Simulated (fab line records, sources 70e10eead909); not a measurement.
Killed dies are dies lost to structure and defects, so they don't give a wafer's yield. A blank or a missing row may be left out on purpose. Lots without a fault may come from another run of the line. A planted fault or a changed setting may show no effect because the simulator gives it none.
A struck lot beside a sound one | flow nand_harc | 15 steps out of a route of 1302
Sound: wafers L765.1, L765.4, L765.6. Struck: wafers L770.1, L770.3, L770.5. The cause comes at the end.
At each step with rows: each side's tool, then ch and its chambers, then its first start. Under that, the readings that differ: sound wafers | struck wafers | difference of the means | sigmas: that difference in standard deviations of wafers without a fault.
alike: readings whose means differ by less than 2 such deviations, and words and numbers that are the same on both sides. not compared: withheld readings, readings that some wafer has no value for, bounds like >300 that may hide the same value, and numbers for which the record gives no deviation and whose values overlap.
The two part at a step that has a row with sigmas, a row that says differs or no value, or rows on one side only. Numbers that don't overlap but have no deviation are shown without sigmas and don't part them. A reading that every wafer of one side lacks parts them only if that side has two wafers or more.

NHARC_A_SGD_CUT_THK_MEAS_22: measures by ellipsometry.
  sound on film_metro-01, day 24 01:49; struck on film_metro-02, day 25 07:15
  alike: thk_nm
then, 2 steps without rows for these wafers: NHARC_A_SGD_CUT_SRD_23; NHARC_A_SGD_CUT_ETCH_26 (etches SiO2 in dHF, target depth 45.8 nm).
NHARC_A_SGD_CUT_ETCHBACK_24: etches the open film in CH3F/O2, target depth 50 nm, time 92.857 s.
  sound on rie_diel-10 ch 0,3, day 24 02:03; struck on rie_diel-10 ch 1,2,3, day 25 07:31
  alike: drypump_motor_current_A, oes_product_au, rf_vpp_V, showerhead_plenum_p_Torr, throttle_valve_pct
  not compared: rf_hours_counter_h
NHARC_A_SGD_CUT_STRIP_28: strips in O2, time 20 s.
  sound on rie_diel-10 ch 2,3; struck on rie_diel-10 ch 0,2
  alike: drypump_motor_current_A, oes_product_au, rf_vpp_V, showerhead_plenum_p_Torr, throttle_valve_pct
  not compared: rf_hours_counter_h
NHARC_A_SGD_CUT_INSPECT_25:
  sound on defect_inspect-02, day 24 02:17; struck on defect_inspect-02, day 25 07:44
  alike: raw_defect_count
NHARC_A_SLIT_DEP_25: deposits SiO2, target thk 200 nm.
  sound on pecvd-02 ch 0,1,2, day 24 02:23; struck on pecvd-03 ch 0,2, day 25 07:52
  alike: heater_power_w, throttle_valve_pct
  not compared: since_wet_clean_h
NHARC_A_SLIT_DEP_00: deposits aC, target thk 6200 nm.
  sound on acl_dep-02 ch 0, day 24 02:41; struck on acl_dep-01 ch 0, day 25 10:53
  alike: throttle_valve_pct
NHARC_A_SLIT_DEP_23: deposits SiON, target thk 100 nm.
  sound on pecvd-02 ch 0,1, day 24 06:29; struck on pecvd-04 ch 0,1, day 25 14:42
  alike: heater_power_w
  not compared: since_wet_clean_h
then, 3 steps without rows for these wafers: NHARC_A_SLIT_DEHYDRATE_01 (time 120 s); NHARC_A_SLIT_HMDS_02 (time 30 s); NHARC_A_SLIT_COAT_03 (resist thk 90 nm).
NHARC_A_SLIT_SOFTBAKE_04: time 55 s.
  sound on litho_track-01 ch 0, day 24 06:00; struck on litho_track-01 ch 0, day 25 15:00
  reading                  | sound                | struck               | difference | sigmas
  heater_power_total_W (W) | 188.32 188.79 188.48 | 193.02 193.12 193.06 | +4.54      | +32
then, 1 step without rows for these wafers: NHARC_A_SLIT_EBR_05.
-- the record jumps here: 5 days lie between the struck wafers' starts before and after (it left off in module A_SLIT and takes up again in module END, whose first step shown is number 1302 of the route) --
NHARC_END_SORT_01:
  sound on prober-01 ch 0, day 29 02:28; struck on prober-01 ch 0, day 30 09:26
  reading             | sound | struck | difference | sigmas
  killed_at_periphery | 3 1 3 | 9 8 9  | +6         | +2
  killed_short        | 1 1 0 | 2 4 5  | +3         | +2
  alike: killed_at_array, killed_at_other, killed_dies, killed_open

WHERE THEY PART
First at NHARC_A_SLIT_SOFTBAKE_04; last, within this record, at NHARC_END_SORT_01.

WHY: what the simulator had put in
Process parameter drift: litho_track-01, from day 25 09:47 on, at NHARC_A_SLIT_SOFTBAKE_04. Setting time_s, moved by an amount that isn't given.
